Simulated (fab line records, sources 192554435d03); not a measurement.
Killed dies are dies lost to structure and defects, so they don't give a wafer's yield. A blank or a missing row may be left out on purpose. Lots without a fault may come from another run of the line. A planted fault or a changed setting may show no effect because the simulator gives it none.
One fault seen from 3 desks | flow n5_finfet | each desk has only its own numbers; what lay behind them comes last

THE DEFECT DESK
What the inspections along the route counted, lot by lot: means of the sampled wafers that have a number. A lot is out of limits, marked OUT, if its mean lies more than 4 standard deviations from the usual mean; the brackets give that distance.
Columns: A = raw_defect_count at N5_BEOL_M4_INSPECT_30, usual 418
lot  | first seen here | A
L146 | day 9 15:26     | 379
L149 | day 10 00:19    | 461
L150 | day 10 14:55    | 308
L155 | day 11 23:43    | 327
L162 | day 13 08:53    | 423
L163 | day 13 19:16    | 339
This desk's finding: nothing out of limits on any of the 6 lots.

THE TOOL OWNER'S DESK: rie_diel-02
The tool's own readings at N5_BEOL_M4_VIA_ETCH_34 (etches the open film in C4F6/O2, target depth 69.4 nm, time 65.9 s): means of the sampled wafers that have a number, for each lot that ran on this tool. A lot is out of limits, marked OUT, if its mean lies more than 4 standard deviations from the usual mean; the brackets give that distance.
Columns: A = drypump_motor_current_A at N5_BEOL_M4_VIA_ETCH_34, usual 5.8 A; B = oes_product_au at N5_BEOL_M4_VIA_ETCH_34, usual 0.77 a.u.; C = rf_fwd_power_W at N5_BEOL_M4_VIA_ETCH_34, usual 347.0 W; D = rf_vpp_V at N5_BEOL_M4_VIA_ETCH_34, usual 665 V; E = showerhead_plenum_p_Torr at N5_BEOL_M4_VIA_ETCH_34, usual 2.83 Torr; F = throttle_valve_pct at N5_BEOL_M4_VIA_ETCH_34, usual 30.9 %
lot  | first seen here | A   | B    | C               | D              | E    | F
L146 | day 9 22:49     | 5.7 | 0.78 | 347.6           | 657            | 2.76 | 30.8
L149 | day 10 12:57    | 5.9 | 0.72 | 263.6 (-69) OUT | 773 (+5.1) OUT | 2.73 | 30.5
L150 | day 10 23:59    | 5.6 | 0.69 | 264.0 (-69) OUT | 765 (+4.7) OUT | 2.80 | 30.9
L163 | day 14 02:16    | 5.7 | 0.76 | 347.1           | 658            | 2.81 | 30.9
This desk's finding: out of limits on L149, L150; first on L149, day 10 12:57 (rf_fwd_power_W at N5_BEOL_M4_VIA_ETCH_34). In limits: L146, L163.

THE METROLOGY DESK
What the gauges read, lot by lot, whatever tool the lot ran on: means of the sampled wafers that have a number. A lot is out of limits, marked OUT, if its mean lies more than 4 standard deviations from the usual mean; the brackets give that distance. Of its 12 readings 7 are shown: those that lie furthest out on some lot.
Columns: A = V3_OVL at N5_BEOL_M4_OVL_MEAS_29, usual 0.0 nm; B = IOFF_N at N5_BEOL_M4_RC_MEAS_101, usual 0.16 nA/um; C = IOFF_P at N5_BEOL_M4_RC_MEAS_101, usual 0.21 nA/um; D = ION_P at N5_BEOL_M4_RC_MEAS_101, usual 461 uA/um; E = SS_N at N5_BEOL_M4_RC_MEAS_101, usual 71.5 mV/dec; F = VT_N at N5_BEOL_M4_RC_MEAS_101, usual 251 mV; G = VT_P at N5_BEOL_M4_RC_MEAS_101, usual -250 mV
lot  | first seen here | A    | B    | C    | D   | E    | F   | G
L146 | day 9 15:20     | 0.8  | 0.16 | 0.25 | 470 | 71.2 | 250 | -249
L149 | day 10 00:14    | 0.1  | 0.14 | 0.21 | 459 | 71.1 | 250 | -250
L150 | day 10 14:50    | -0.5 | 0.11 | 0.17 | 457 | 70.6 | 254 | -251
L155 | day 11 23:38    | -1.3 | 0.23 | 0.29 | 470 | 72.1 | 243 | -245
L162 | day 13 08:48    | 0.4  | 0.16 | 0.23 | 462 | 71.8 | 250 | -249
L163 | day 13 19:11    | 0.9  | 0.10 | 0.14 | 449 | 70.7 | 258 | -259
This desk's finding: nothing out of limits on any of the 6 lots.

PUT TOGETHER
The tool owner's desk could have raised an alarm at day 10 12:57, on L149, L150.
The defect desk saw nothing out of limits.
The metrology desk saw nothing out of limits.
The defect desk has L149, L150 on record, within its limits.
The metrology desk has L149, L150 on record, within its limits.
Of the lots named, all ran N5_BEOL_M4_VIA_ETCH_34 on rie_diel-02.

WHAT THE SIMULATOR HAD PUT IN
Process parameter drift: rie_diel-02, from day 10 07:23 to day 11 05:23, at N5_BEOL_M4_VIA_ETCH_34. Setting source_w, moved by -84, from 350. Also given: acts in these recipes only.
Lots struck among those shown: L149, L150.
Hours from the fault's start to each desk's first reading out of limits: the tool owner's desk, 6.
